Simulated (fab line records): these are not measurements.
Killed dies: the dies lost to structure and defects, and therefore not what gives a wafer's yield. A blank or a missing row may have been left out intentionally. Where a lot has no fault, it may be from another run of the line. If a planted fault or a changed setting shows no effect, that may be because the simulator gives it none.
fab line records | flow nand_harc
record: lots: 24 wafers: 72 last_day: 33
route steps=1302 shown P_GATE@131 P_CONTACT@219
lots with no fault: from the same line, run without faults
start_h: hours from the record's opening day to when the first of the lot's shown wafers began | wait_h: hours since the lot's step before | " same as the row above | L1.1+2: several wafers, shown together as one row | - value missing, or start not given | * or withheld: withheld | < > ~ a bound
route shown NAME@n: NAME is a module with steps in the file, n the number in the route of the first one | usual: average and standard deviation across the fault-free wafers | same: alike in all rows | chamber/n: place in a boat | sites: readings site by site | _std_site: standard deviation of those values | _edge_site: inner sites' mean taken away from outer sites' mean | radius_mm: for every site, how far away it sits from the centre of the wafer | mask NAME#n: copy n | behind: tool/chamber where the wafer was last shaped | hold: cause of the lot's hold/its duration in hours/its outcome | device: the n, p or np transistor that did not switch | end of line: the same wafers' tests at the end of the route | where a step has no rows: the recipe by itself | killed: dies that structure and defects cost at the first sort, which is not the same as the wafer's yield | map: dies across one wafer; x = killed, . = not, _ = none there
set.NAME: the setting as run; set.NAME@STEP: as run at that earlier step | model.NAME: the simulator's own value behind a step, which no gauge read
one table for each step of the route and one row for each wafer, over a sample of lots
services: the hour from which a tool's chamber was out of use, counted from the record's first day as start_h (under 0 if before that day), plus the number of hours and why
== steps ==
step: NHARC_P_GATE_HM_DEP_102
recipe: target_thk_a: 1200 temp_c: 400 material: aC
usual: throttle_valve_pct: 35.000/0.0097
columns lot.wafer tool chamber start_h wait_h throttle_valve_pct
L074.1 acl_dep-03 0 96.70 0.4 35.001
L074.2 " 0 " " 35.012
L074.5 " 0 " " 35.006
L075.1 acl_dep-02 0 101.36 1.3 35.009
L075.4 " 0 " " 35.004
L075.6 " 0 " " 34.988
L076.2 acl_dep-01 0 116.37 3.7 35.007
L076.3 " 0 " " 34.975
L076.4 " 0 " " 34.991
L077.1 acl_dep-01 0 126.26 4.3 34.997
L077.2 " 0 " " 35.003
L077.3 " 0 " " 34.984
L078.1 acl_dep-02 0 132.46 0.4 35.003
L078.2 " 0 " " 34.988
L078.6 " 0 " " 34.983
L079.2 acl_dep-02 0 148.93 0.5 34.989
L079.5 " 0 " " 35.013
L079.6 " 0 " " 34.992
L080.1 acl_dep-01 0 164.94 3.8 34.984
L080.2 " 0 " " 35.010
L080.4 " 0 " " 35.000
L081.1 acl_dep-01 0 167.46 2.8 34.974
L081.3 " 0 " " 34.990
L081.5 " 0 " " 35.005
L082.2 acl_dep-02 0 176.15 0.5 35.000
L082.4 " 0 " " 34.993
L082.5 " 0 " " 35.007
L083.1 acl_dep-03 0 191.67 0.4 35.009
L083.2 " 0 " " 35.003
L083.4 " 0 " " 35.004
L084.1 acl_dep-03 0 192.31 1.0 34.993
L084.4 " 0 " " 35.011
L084.6 " 0 " " 35.008
L085.1 acl_dep-02 0 211.09 6.4 35.000
L085.2 " 0 " " 35.007
L085.5 " 0 " " 35.013
L086.1 acl_dep-02 0 217.36 3.9 34.995
L086.2 " 0 " " 34.991
L086.5 " 0 " " 35.008
L087.2 acl_dep-03 0 220.82 0.9 34.987
L087.5 " 0 " " 34.998
L087.6 " 0 " " 35.007
L088.3 acl_dep-02 0 230.73 0.6 34.998
L088.5 " 0 " " 35.003
L088.6 " 0 " " 34.984
L089.2 acl_dep-03 0 253.30 7.2 34.990
L089.4 " 0 " " 34.985
L089.5 " 0 " " 34.994
L090.2 acl_dep-01 0 259.53 5.4 35.005
L090.5 " 0 " " 34.993
L090.6 " 0 " " 34.997
L091.1 acl_dep-01 0 265.22 1.6 35.000
L091.2 " 0 " " 34.989
L091.3 " 0 " " 34.999
L092.1 acl_dep-03 0 270.61 0.4 34.993
L092.4 " 0 " " 35.002
L092.6 " 0 " " 34.974
L093.4 acl_dep-03 0 284.11 3.4 34.997
L093.5 " 0 " " 35.004
L093.6 " 0 " " 35.020
L094.1 acl_dep-01 0 295.62 2.2 34.999
L094.3 " 0 " " 34.995
L094.6 " 0 " " 35.016
L095.3 acl_dep-01 0 300.17 0.6 34.989
L095.4 " 0 " " 34.995
L095.5 " 0 " " 35.011
L096.1 acl_dep-02 0 310.32 0.4 35.005
L096.4 " 0 " " 35.010
L096.6 " 0 " " 34.993
L097.3 acl_dep-03 0 323.28 0.6 34.993
L097.4 " 0 " " 34.988
L097.6 " 0 " " 35.022
step: NHARC_P_GATE_ALD_36
recipe: target_thk_a: 200 pulse_time_s: 60 ald_cycles: 223 temp_c: 400 material: SiNx
usual: heater_power_w: 881/110 precursor_pulse_height_rel: 0.999/0.02
same: ald_cycles: 223
columns lot.wafer tool chamber start_h wait_h heater_power_w precursor_pulse_height_rel
L074.1 ald_sin-01 0 99.35 - 887 0.991
L074.2 " 3 102.19 - 876 0.964
L074.5 " 2 105.04 - 900 1.024
L075.1 ald_sin-03 0 104.30 - 723 1.019
L075.4 " 1 105.35 - 767 0.982
L075.6 " 0 108.53 - 726 0.981
L076.2 ald_sin-02 0 118.93 - 1006 0.987
L076.3 " 1 119.99 - 956 0.986
L076.4 " 3 122.11 - 944 0.966
L077.3 ald_sin-01 3 128.95 - 865 1.005
L077.1 " 1 131.06 - 764 1.023
L077.2 " 2 132.12 - 884 1.008
L078.2 ald_sin-03 3 136.39 - 1077 0.986
L078.1 " 0 137.45 - 717 0.985
L078.6 " 3 140.63 - 1096 0.999
L079.2 ald_sin-02 1 151.60 - 925 0.967
L079.6 " 1 155.77 - 923 1.007
L079.5 " 2 156.81 - 790 1.032
L080.2 ald_sin-01 0 167.72 - 900 0.980
L080.1 " 2 169.14 - 883 0.961
L080.4 " 3 174.80 - 872 1.010
L081.3 ald_sin-03 0 171.31 - 691 0.996
L081.1 " 1 172.35 - 756 1.012
L081.5 " 0 175.47 - 707 0.989
L082.2 ald_sin-02 2 180.01 - 792 0.975
L082.4 " 0 182.13 - 1011 1.028
L082.5 " 2 184.26 - 797 0.988
L083.2 ald_sin-01 2 194.55 - 894 1.002
L083.1 " 3 195.94 - 855 0.992
L083.4 " 3 200.12 - 888 0.969
L084.4 ald_sin-03 1 196.08 - 749 0.996
L084.1 " 3 198.19 - 1146 0.973
L084.6 " 0 199.25 - 710 1.004
L085.2 ald_sin-02 0 215.07 - 1000 0.997
L085.1 " 2 217.18 - 783 1.015
L085.5 " 3 218.23 - 952 1.024
L086.2 ald_sin-03 2 220.21 - 873 0.993
L086.1 " 0 222.32 - 729 0.996
L086.5 " 3 225.49 - 1130 1.022
L087.2 ald_sin-02 3 223.49 - 925 0.997
L087.5 " 3 227.72 - 956 1.023
L087.6 " 0 228.78 - 1000 0.993
L088.3 ald_sin-01 2 236.05 - 924 1.024
L088.6 " 0 237.46 - 890 1.001
L088.5 " 1 238.88 - 760 1.048
L089.2 ald_sin-01 1 256.08 - 752 0.996
L089.4 " 0 259.28 - 886 1.019
L089.5 " 2 261.41 - 892 0.992
L090.2 ald_sin-03 0 262.79 - 706 1.005
L090.5 " 0 267.05 - 722 1.027
L090.6 " 1 268.12 - 746 1.016
L091.3 ald_sin-02 2 268.01 - 827 0.992
L091.1 " 3 269.08 - 959 1.019
L091.2 " 1 271.23 - 944 1.016
L092.4 ald_sin-01 3 273.40 - 806 1.015
L092.1 " 0 274.44 - 883 1.001
L092.6 " 3 277.58 - 848 1.008
L093.4 ald_sin-03 3 289.71 - 1181 0.988
L093.5 " 0 290.77 - 720 0.999
L093.6 " 1 291.82 - 741 0.996
L094.1 ald_sin-02 0 298.42 - 1005 1.016
L094.3 " 1 299.48 - 916 0.982
L094.6 " 0 302.63 - 1007 0.982
L095.4 ald_sin-01 0 302.61 - 881 0.977
L095.3 " 1 303.67 - 765 1.000
L095.5 " 1 307.89 - 747 0.996
L096.1 ald_sin-03 2 314.18 - 867 1.001
L096.4 " 0 316.29 - 707 0.969
L096.6 " 1 317.35 - 751 1.035
L097.4 ald_sin-02 2 327.95 - 786 1.007
L097.3 " 3 328.99 - 902 1.005
L097.6 " 1 331.06 - 881 0.988
step: NHARC_P_GATE_STRIP_75
recipe: power_w: 1500 temp_c: 250 chemistry: O2
usual: drypump_motor_current_A: 5.4/0.45 heater_power_w: 349/13
columns lot.wafer tool chamber start_h wait_h drypump_motor_current_A heater_power_w rf_hours_counter_h
L074.2 plasma_asher-01 0 112.89 0.2 4.7 355 24
L074.1 " 1 " " 5.2 326 24
L074.5 " 0 " " 4.7 358 -
L075.1 plasma_asher-01 0 115.68 0.2 4.7 345 25
L075.4 " 1 " " 5.2 333 -
L075.6 " 0 " " 4.7 356 -
L076.2 plasma_asher-01 1 130.33 0.3 5.2 332 27
L076.3 " 1 " " 5.2 334 -
L076.4 " 0 " " 4.7 366 -
L077.1 plasma_asher-02 1 140.30 0.3 5.9 331 14
L077.2 " 0 " " 5.7 329 14
L077.3 " 0 " " 5.7 330 -
L078.1 plasma_asher-02 1 146.64 0.2 5.9 340 15
L078.2 " 0 " " 5.7 330 15
L078.6 " 0 " " 5.7 335 -
L079.2 plasma_asher-02 0 162.76 0.2 5.7 333 19
L079.5 " 0 " " 5.7 326 -
L079.6 " 1 " " 5.9 354 -
L080.1 plasma_asher-02 1 181.24 0.3 5.9 344 24
L080.2 " 0 " " 5.7 336 24
L080.4 " 1 " " 5.9 348 -
L081.1 plasma_asher-01 0 181.52 0.3 4.7 348 1
L081.3 " 0 " " 4.7 356 -
L081.5 " 0 " " 4.7 360 -
L082.2 plasma_asher-02 0 190.43 0.2 5.7 336 26
L082.4 " 1 " " 5.8 340 -
L082.5 " 1 " " 5.8 354 -
L084.1 plasma_asher-01 0 206.45 0.2 4.7 353 6
L084.4 " 1 " " 5.2 371 -
L084.6 " 0 " " 4.7 354 -
L083.2 plasma_asher-01 1 207.92 0.3 5.2 361 6
L083.1 " 0 " " 4.7 356 6
L083.4 " 0 " " 4.7 355 -
L085.1 plasma_asher-02 0 225.39 0.3 5.7 337 33
L085.2 " 1 " " 5.8 351 33
L085.5 " 1 " " 5.8 341 -
L086.1 plasma_asher-01 1 231.60 0.3 5.2 357 10
L086.2 " 0 " " 4.7 352 10
L086.5 " 0 " " 4.7 358 -
L087.2 plasma_asher-02 0 234.81 0.3 5.7 336 35
L087.6 " 0 " " 5.7 336 -
L087.5 " 1 " " 5.8 356 -
L088.3 plasma_asher-01 0 246.75 0.2 4.7 359 -
L088.5 " 0 " " 4.7 347 -
L088.6 " 1 " " 5.2 364 -
L089.2 plasma_asher-02 1 267.50 0.2 5.8 355 1
L089.4 " 1 " " 5.9 363 -
L089.5 " 1 " " 5.9 353 -
L090.2 plasma_asher-01 1 274.21 0.2 5.2 369 21
L090.6 " 0 " " 4.7 354 -
L090.5 " 1 " " 5.2 362 -
L091.1 plasma_asher-02 1 279.35 0.3 5.9 365 5
L091.2 " 0 " " 5.7 341 5
L091.3 " 1 " " 5.8 359 -
L092.1 plasma_asher-02 1 284.72 0.2 5.9 365 6
L092.4 " 1 " " 5.9 366 -
L092.6 " 0 " " 5.7 337 -
L093.4 plasma_asher-02 0 297.95 0.1 5.7 333 -
L093.6 " 1 " " 5.9 356 -
L093.5 " 0 " " 5.7 348 -
L094.1 plasma_asher-01 0 309.77 0.2 4.7 354 27
L094.3 " 1 " " 5.2 361 -
L094.6 " 0 " " 4.7 367 -
L095.3 plasma_asher-01 1 313.99 0.2 5.2 361 -
L095.4 " 0 " " 4.7 350 -
L095.5 " 0 " " 4.7 358 -
L096.1 plasma_asher-02 0 324.36 0.2 5.7 337 13
L096.4 " 1 " " 5.8 361 -
L096.6 " 0 " " 5.7 336 -
L097.3 plasma_asher-02 0 337.14 0.2 5.7 343 -
L097.4 " 1 " " 5.8 372 -
L097.6 " 0 " " 5.7 339 -
step: NHARC_P_GATE_DESCUM_93
recipe: time_s: 3 o2_flow_sccm: 200 ar_flow_sccm: 0 bias_power_w: 0 chemistry: O2
usual: drypump_motor_current_A: 5.6/0.53 oes_product_au: 1.000/0.0099 rf_vpp_V: 57.8/0.93 showerhead_plenum_p_Torr: 1.92/0.069 throttle_valve_pct: 11.311/0.0087
columns lot.wafer tool chamber start_h wait_h drypump_motor_current_A oes_product_au rf_hours_counter_h rf_vpp_V showerhead_plenum_p_Torr throttle_valve_pct
L074.2 rie_diel-01 3 115.58 - 4.8 1.004 3.1 58.6 1.96 11.301
L074.1 " 1 " " 5.1 1.006 3.2 58.8 2.05 11.309
L074.5 " 0 " " 4.8 1.007 - 56.9 1.83 11.305
L075.1 rie_diel-02 3 118.49 - 5.0 0.989 3.7 57.7 1.92 11.314
L075.4 " 1 " " 6.0 1.005 4.8 58.6 1.99 11.300
L075.6 " 0 " " 5.6 1.009 - 57.6 1.99 11.310
L076.2 rie_diel-01 3 133.16 - 4.8 1.002 4.2 57.3 1.96 11.307
L076.3 " 0 " " 4.8 1.003 4.3 57.1 1.83 11.303
L076.4 " 1 " " 5.1 0.994 3.8 58.2 2.05 11.320
L077.1 rie_diel-07 2 142.98 - 6.4 0.991 0.7 57.7 1.82 11.308
L077.3 " 3 " " 5.4 0.986 0.7 58.3 1.86 11.309
L077.2 " 0 " " 5.7 0.979 0.8 57.5 1.81 11.303
L078.2 rie_diel-02 0 149.21 - 5.6 1.015 6.8 57.9 1.99 11.302
L078.1 " 3 " " 5.0 0.996 7.0 58.2 1.92 11.312
L078.6 " 0 " " 5.6 1.027 - 57.6 1.99 11.311
L079.2 rie_diel-07 3 165.45 - 5.4 1.006 2.5 59.4 1.86 11.307
L079.5 " 3 " " 5.4 0.998 - 57.6 1.86 11.307
L079.6 " 0 " " 5.7 0.983 - 55.6 1.81 11.307
L080.1 rie_diel-02 3 184.34 - 5.0 1.012 10.4 57.7 1.92 11.312
L080.2 " 0 " " 5.7 1.014 10.2 56.3 1.98 11.304
L080.4 " 0 " " 5.6 1.007 - 59.0 1.98 11.313
L081.3 rie_diel-07 1 184.52 - 5.8 0.999 3.9 58.5 1.92 11.306
L081.1 " 2 " " 6.4 0.986 4.6 56.0 1.81 11.308
L081.5 " 2 " " 6.4 0.993 - 58.4 1.81 11.302
L082.2 rie_diel-07 3 193.22 - 5.4 0.980 4.7 57.6 1.86 11.297
L082.4 " 1 " " 5.8 1.003 4.1 56.3 1.92 11.316
L082.5 " 3 " " 5.4 0.998 - 57.4 1.86 11.307
L084.1 rie_diel-07 1 209.13 - 5.8 1.007 4.3 57.8 1.92 11.314
L084.4 " 2 " " 6.4 1.004 4.9 57.2 1.81 11.308
L084.6 " 1 " " 5.8 0.998 - 56.5 1.92 11.323
L083.2 rie_diel-02 0 210.71 - 5.6 1.012 13.0 57.2 1.98 11.305
L083.1 " 2 " " 6.3 0.981 12.5 57.8 1.92 11.301
L083.4 " 2 " " 6.3 0.989 - 56.5 1.92 11.312
L085.2 rie_diel-02 3 228.09 - 5.0 1.008 0.2 56.9 1.91 11.324
L085.1 " 2 " " 6.3 0.998 0.2 59.0 1.92 11.317
L085.5 " 2 " " 6.3 1.000 - 58.4 1.92 11.307
L086.1 rie_diel-02 3 234.23 - 4.9 0.998 1.3 57.4 1.91 11.314
L086.2 " 0 " " 5.6 1.010 1.3 57.5 1.98 11.330
L086.5 " 2 " " 6.3 0.993 - 58.3 1.92 11.318
L087.2 rie_diel-02 2 237.41 - 6.3 1.003 1.3 58.4 1.92 11.315
L087.5 " 3 " " 5.0 0.997 - 58.5 1.91 11.305
L087.6 " 2 " " 6.3 1.003 - 57.2 1.92 11.309
L088.3 rie_diel-02 0 249.44 - 5.7 1.004 2.5 58.1 1.98 11.315
L088.6 " 2 " " 6.4 1.011 - 58.4 1.92 11.307
L088.5 " 0 " " 5.7 1.018 - 57.7 1.98 11.301
L089.4 rie_diel-02 3 270.28 - 4.9 0.989 3.9 59.6 1.91 11.325
L089.2 " 1 " " 6.0 1.001 0.0 58.8 1.99 11.310
L089.5 " 3 " " 5.0 0.991 - 58.1 1.91 11.319
L090.2 rie_diel-02 3 277.02 - 5.0 0.988 4.7 58.5 1.91 11.322
L090.5 " 1 " " 6.0 1.004 - 59.6 1.99 11.298
L090.6 " 2 " " 6.4 1.010 - 58.5 1.92 11.309
L091.2 rie_diel-01 0 281.91 - 4.8 1.004 3.5 56.2 1.83 11.299
L091.1 " 1 " " 5.1 0.997 4.0 57.4 2.05 11.312
L091.3 " 2 " " 5.9 1.004 4.1 57.1 2.06 11.314
L092.1 rie_diel-02 0 287.40 - 5.6 1.002 4.9 59.5 1.98 11.292
L092.4 " 2 " " 6.3 1.006 5.6 60.1 1.92 11.327
L092.6 " 1 " " 6.0 0.998 - 57.1 1.99 11.302
L093.4 rie_diel-02 0 300.73 - 5.6 0.989 6.2 56.9 1.98 11.325
L093.6 " 2 " " 6.3 0.999 - 57.2 1.92 11.298
L093.5 " 3 " " 4.9 0.981 - 58.3 1.91 11.301
L094.3 rie_diel-02 3 312.59 - 5.0 0.993 7.4 58.1 1.91 11.311
L094.1 " 0 " " 5.7 1.003 7.2 58.3 1.98 11.321
L094.6 " 2 " " 6.3 1.013 - 57.8 1.92 11.314
L095.3 rie_diel-01 2 316.65 - 5.9 1.000 6.2 57.8 2.06 11.304
L095.4 " 3 " " 4.8 0.997 5.4 59.1 1.95 11.298
L095.5 " 3 " " 4.7 1.003 - 58.5 1.95 11.315
L096.1 rie_diel-07 1 327.04 - 5.8 1.005 2.0 58.0 1.92 11.309
L096.4 " 3 " " 5.4 1.005 2.0 57.1 1.85 11.300
L096.6 " 1 " " 5.8 0.991 - 57.1 1.92 11.320
L097.4 rie_diel-07 1 339.69 - 5.8 0.994 4.1 58.9 1.92 11.313
L097.3 " 2 " " 6.4 0.995 3.7 58.4 1.81 11.326
L097.6 " 1 " " 5.8 0.998 - 56.7 1.92 11.308
step: NHARC_P_CONTACT_CMP_01
recipe: target_thk_nm: 200 material: SiO2
usual: motor_current_A: 11.9/1.1 slurry_filter_dp_kPa: 13.50/0.14
columns lot.wafer tool chamber start_h wait_h motor_current_A slurry_filter_dp_kPa
L074.1 cmp-02 1 120.01 0.5 10.8 13.56
L074.2 " 2 " " 11.1 13.54
L074.5 " 0 " " 13.1 13.65
L075.4 cmp-01 0 122.37 - 13.3 13.74
L075.1 " 3 " " 13.2 13.52
L075.6 " 1 " " 12.5 13.63
L076.2 cmp-01 1 136.83 - 12.9 13.48
L076.3 " 3 " " 13.1 13.29
L076.4 " 0 " " 12.2 13.38
L077.3 cmp-01 2 146.75 - 11.2 13.42
L077.1 " 3 " " 13.0 13.65
L077.2 " 0 " " 12.7 13.38
L078.2 cmp-01 2 153.06 - 10.7 13.41
L078.1 " 3 " " 13.8 13.62
L078.6 " 0 " " 12.8 13.48
L079.2 cmp-02 3 169.47 - 11.1 13.44
L079.5 " 0 " " 12.7 13.53
L079.6 " 1 " " 10.7 13.62
L080.1 cmp-02 1 188.13 - 10.2 13.53
L080.2 " 2 " " 10.8 13.61
L080.4 " 3 " " 10.8 13.33
L081.1 cmp-04 3 188.45 - 10.5 13.40
L081.3 " 1 " " 12.8 13.51
L081.5 " 2 " " 12.3 13.97
L082.4 cmp-04 0 196.95 - 12.0 13.65
L082.2 " 1 " " 12.8 13.37
L082.5 " 3 " " 10.5 13.71
L084.1 cmp-01 1 212.91 - 13.3 13.60
L084.4 " 2 " " 10.7 13.61
L084.6 " 1 " " 12.9 13.48
L083.2 cmp-01 2 214.45 - 10.6 13.34
L083.1 " 0 " " 12.6 13.49
L083.4 " 1 " " 13.4 13.33
L085.2 cmp-04 1 232.01 - 12.8 13.39
L085.1 " 2 " " 11.9 13.64
L085.5 " 3 " " 10.4 13.13
L086.2 cmp-04 2 238.08 - 12.0 13.68
L086.1 " 3 " " 10.9 13.61
L086.5 " 1 " " 13.2 13.63
L087.2 cmp-04 2 241.11 - 12.1 13.42
L087.5 " 2 " " 12.0 13.26
L087.6 " 3 " " 10.6 13.35
L088.3 cmp-02 1 253.27 - 10.9 13.54
L088.5 " 1 " " 10.8 13.82
L088.6 " 2 " " 10.7 13.63
L089.4 cmp-04 3 274.05 - 10.6 13.46
L089.2 " 2 " " 12.1 13.45
L089.5 " 3 " " 10.8 13.60
L090.2 cmp-02 2 280.94 - 11.1 13.47
L090.6 " 3 " " 10.8 13.43
L090.5 " 0 " " 12.5 13.55
L091.2 cmp-02 1 285.60 - 11.0 13.62
L091.1 " 2 " " 11.3 13.53
L091.3 " 3 " " 10.5 13.59
L092.4 cmp-04 3 291.14 - 10.9 13.62
L092.1 " 0 " " 12.2 13.69
L092.6 " 1 " " 12.8 13.45
L093.4 cmp-02 1 304.49 - 10.8 13.43
L093.6 " 2 " " 10.9 13.76
L093.5 " 3 " " 10.8 13.55
L094.1 cmp-01 2 316.26 - 10.7 13.73
L094.3 " 0 " " 12.5 13.40
L094.6 " 3 " " 12.9 13.52
L095.4 cmp-04 0 320.50 - 11.8 13.67
L095.3 " 3 " " 10.9 13.36
L095.5 " 0 " " 11.6 13.59
L096.4 cmp-01 0 330.76 - 13.0 13.37
L096.1 " 1 " " 12.9 13.62
L096.6 " 3 " " 13.2 13.55
L097.3 cmp-02 0 343.42 - 12.6 13.53
L097.4 " 1 " " 11.3 13.40
L097.6 " 0 " " 12.7 13.63
step: NHARC_P_CONTACT_ETCH_18
recipe: target_depth_a: 4810 time_s: 240.5 c4f8_flow_sccm: 20 o2_flow_sccm: 10 ar_flow_sccm: withheld rf_w: 600 bias_w: 1500 chemistry: C4F8/O2/Ar
usual: oes_product_au: 0.960/0.02 rf_fwd_power_W: 597.8/1.9 rf_vpp_V: 979/5.5
columns lot.wafer tool chamber start_h wait_h oes_product_au rf_fwd_power_W rf_hours_counter_h rf_vpp_V
L074.1 rie_diel-13 2 - - 0.920 597.3 4.0 985
L074.2 " 0 " " 0.930 598.9 3.4 980
L074.5 " 2 " " 0.916 596.7 - 985
L075.4 rie_diel-12 2 - - 0.970 596.5 1.0 983
L075.1 " 3 " " 0.958 595.8 1.2 979
L075.6 " 1 " " 0.976 594.5 - 972
L076.3 rie_diel-13 3 - - 0.982 596.0 4.0 987
L076.2 " 0 " " 0.958 596.3 3.9 979
L076.4 " 1 " " 0.953 594.1 4.5 974
L077.1 rie_diel-12 1 - - 0.964 595.9 1.5 974
L077.2 " 2 " " 0.964 599.7 1.9 983
L077.3 " 3 " " 0.978 596.5 2.0 979
L078.2 rie_diel-13 0 - - 0.953 596.1 4.7 980
L078.1 " 2 " " 0.952 596.1 5.5 985
L078.6 " 0 " " 0.957 593.9 - 980
L079.2 rie_diel-12 2 - - 0.990 596.9 2.4 983
L079.5 " 3 " " 0.953 598.7 - 979
L079.6 " 0 " " 0.966 596.1 - 980
L080.2 rie_diel-12 2 - - 0.976 598.4 2.9 982
L080.1 " 3 " " 0.957 595.4 3.2 979
L080.4 " 1 " " 0.977 593.1 2.4 972
L081.3 rie_diel-13 2 - - 0.972 596.1 0.4 985
L081.1 " 0 " " 0.942 595.4 0.3 980
L081.5 " 2 " " 0.960 595.3 - 987
L082.4 rie_diel-13 2 - - 0.908 598.2 1.0 986
L082.2 " 0 " " 0.910 595.1 0.7 980
L082.5 " 1 " " 0.940 597.0 - 976
L084.4 rie_diel-12 3 - - 0.975 596.6 4.0 980
L084.1 " 1 " " 0.967 595.5 3.1 973
L084.6 " 0 " " 0.966 598.8 - 979
L083.2 rie_diel-13 3 - - 0.977 601.1 1.6 987
L083.4 " 0 " " 0.963 598.6 1.2 979
L083.1 " 2 " " 0.952 597.1 1.7 986
L085.2 rie_diel-13 0 - - 0.948 597.7 1.9 979
L085.1 " 2 " " 0.948 599.8 2.3 985
L085.5 " 1 " " 0.972 598.3 - 975
L086.1 rie_diel-13 0 - - 0.961 596.0 2.4 979
L086.2 " 1 " " 0.997 598.9 2.6 974
L086.5 " 1 " " 0.995 596.0 - 975
L087.2 rie_diel-13 1 - - 0.964 597.5 3.0 974
L087.6 " 3 " " 0.950 598.9 - 986
L087.5 " 0 " " 0.955 594.5 - 978
L088.3 rie_diel-12 1 - - 0.963 600.6 4.1 971
L088.5 " 1 " " 0.974 598.7 - 969
L088.6 " 2 " " 0.962 596.2 - 982
L089.2 rie_diel-13 1 - - 0.948 597.7 4.4 973
L089.4 " 3 " " 0.935 601.8 - 987
L089.5 " 3 " " 0.939 600.9 - 987
L090.2 rie_diel-04 2 - - 0.970 600.7 4.8 981
L090.5 " 0 " " 1.012 596.0 - 967
L090.6 " 1 " " 0.958 599.9 - 974
L091.3 rie_diel-04 2 - - 0.925 599.2 5.0 982
L091.2 " 0 " " 0.950 596.5 4.7 970
L091.1 " 1 " " 0.929 598.9 4.9 971
L092.1 rie_diel-13 2 - - 0.931 597.7 3.5 985
L092.4 " 0 " " 0.945 597.9 3.9 978
L092.6 " 2 " " 0.927 593.1 - 985
L093.4 rie_diel-04 3 - - 0.979 600.2 5.6 977
L093.5 " 2 " " 0.970 600.0 - 981
L093.6 " 3 " " 0.975 601.0 - 978
L094.1 rie_diel-04 3 - - 0.964 598.4 6.3 976
L094.3 " 0 " " 0.989 598.1 6.0 969
L094.6 " 1 " " 0.976 598.8 - 973
L095.4 rie_diel-04 1 - - 0.948 599.2 6.7 973
L095.3 " 0 " " 0.982 595.9 6.4 968
L095.5 " 2 " " 0.978 595.7 - 982
L096.4 rie_diel-13 3 - - 0.960 600.2 5.8 987
L096.1 " 0 " " 0.954 599.6 5.0 980
L096.6 " 0 " " 0.950 600.8 - 977
L097.4 rie_diel-04 3 - - 0.947 597.2 7.8 976
L097.3 " 2 " " 0.951 598.3 8.5 983
L097.6 " 0 " " 0.973 595.8 - 969
== services ==
columns tool chamber start_h hours kind
rie_diel-13 0 82.72 9.9 repair
rie_diel-02 2 83.26 9.2 repair
rie_diel-13 - 114.98 2.5 repair
rie_diel-02 - 120.46 0.6 repair
rie_diel-02 0 129.75 7.2 repair
rie_diel-02 1 133.44 132.0 repair
rie_diel-13 - 143.56 1.5 repair
rie_diel-13 3 149.60 10.5 repair
plasma_asher-01 - 153.04 0.3 repair
rie_diel-13 2 160.77 10.4 repair
rie_diel-13 - 165.07 9.0 pm
rie_diel-02 2 184.02 8.7 repair
rie_diel-02 2 192.92 4.6 repair
rie_diel-02 - 216.70 9.0 pm
rie_diel-13 2 241.58 6.1 repair
rie_diel-13 0 247.66 2.4 repair
plasma_asher-02 - 249.00 9.0 pm
rie_diel-02 0 260.44 6.3 repair
rie_diel-13 2 269.73 16.6 repair
rie_diel-13 0 273.06 3.4 repair
rie_diel-13 - 306.01 0.5 repair
rie_diel-13 0 332.61 2.5 repair
rie_diel-13 - 333.16 4.7 repair
rie_diel-13 - 342.07 9.0 pm
== key ==
fault none
